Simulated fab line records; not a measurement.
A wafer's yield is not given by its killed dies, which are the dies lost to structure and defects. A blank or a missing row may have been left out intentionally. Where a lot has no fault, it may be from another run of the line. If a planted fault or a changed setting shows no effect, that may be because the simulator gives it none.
Chamber matching ; flow nand harc ; 4 sister chambers for NHARC_A_STAIRCASE_CMP_152 on cmp-01
The step polishes. 22 wafers are shown with their chamber, then 11 later ones without.

## WAFERS WITH THEIR CHAMBER
wafer;chamber;motor current A (A);retaining ring pressure frac
L075.2;0;11.9;0.996
L075.5;2;12.4;1.000
L075.6;3;11.3;1.003
L078.1;2;12.6;1.004
L078.2;1;11.8;0.995
L078.3;3;11.9;1.000
L081.2;1;11.2;0.999
L081.3;3;11.8;1.009
L081.5;2;12.6;1.002
L084.1;1;12.0;1.002
L084.2;0;10.8;1.001
L084.6;0;11.6;1.006
L085.2;1;11.6;0.990
L085.3;0;11.7;1.001
L085.5;3;12.2;0.996
L087.2;1;12.0;1.000
L087.3;0;11.6;0.998
L087.5;2;12.8;0.996
L089.1;1;12.0;0.997
L089.2;0;11.6;0.995
L089.3;3;11.6;1.009
L094.2;0;11.5;0.994

SIGNATURES (means of the wafers above)
reading;chamber 0;chamber 1;chamber 2;chamber 3;scatter within a chamber
motor current A;11.529;11.767;12.600;11.760;0.313
retaining ring pressure frac;0.99871;0.99717;1.00050;1.00340;0.00449
Rule: for a wafer and a chamber, the distance is found by dividing, reading by reading, the gap between the wafer's reading and the chamber's mean by the reading's scatter, squaring, summing and taking the root. If the next closest chamber is less than 2 further off than the closest, the wafer can't be placed; otherwise it belongs to the closest. The scatter: the root of (the sum of the squares of (reading less its chamber's mean) over the shown wafers, divided by (wafers less chambers)).

## WAFERS WITHOUT THEIR CHAMBER
wafer;motor current A (A);retaining ring pressure frac
L094.3;11.8;0.997
L094.6;11.8;0.992
L092.1;12.3;1.005
L092.2;10.8;0.990
L092.4;11.9;1.003
L093.3;12.1;1.001
L093.5;11.6;0.996
L093.6;11.6;0.999
L097.1;11.8;0.995
L097.2;12.6;0.999
L097.4;12.1;1.001

## WHICH CHAMBER EACH ONE RAN IN
wafer;from the rows above;in truth
L094.3;can't be placed: 1 or 0 or 3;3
L094.6;can't be placed: 1 or 0 or 3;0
L092.1;can't be placed: 2 or 3 or 1 or 0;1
L092.2;can't be placed: 0 or 1 or 3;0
L092.4;can't be placed: 3 or 1 or 0 or 2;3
L093.3;can't be placed: 3 or 1 or 2 or 0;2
L093.5;can't be placed: 1 or 0 or 3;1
L093.6;can't be placed: 0 or 1 or 3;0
L097.1;can't be placed: 1 or 0 or 3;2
L097.2;2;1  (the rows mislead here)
L097.4;can't be placed: 3 or 1 or 2 or 0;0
Placed correctly: 0 of 11. From these rows, 10 cannot be placed; in 9 the true chamber is one of the candidates. Wrongly placed: 1.
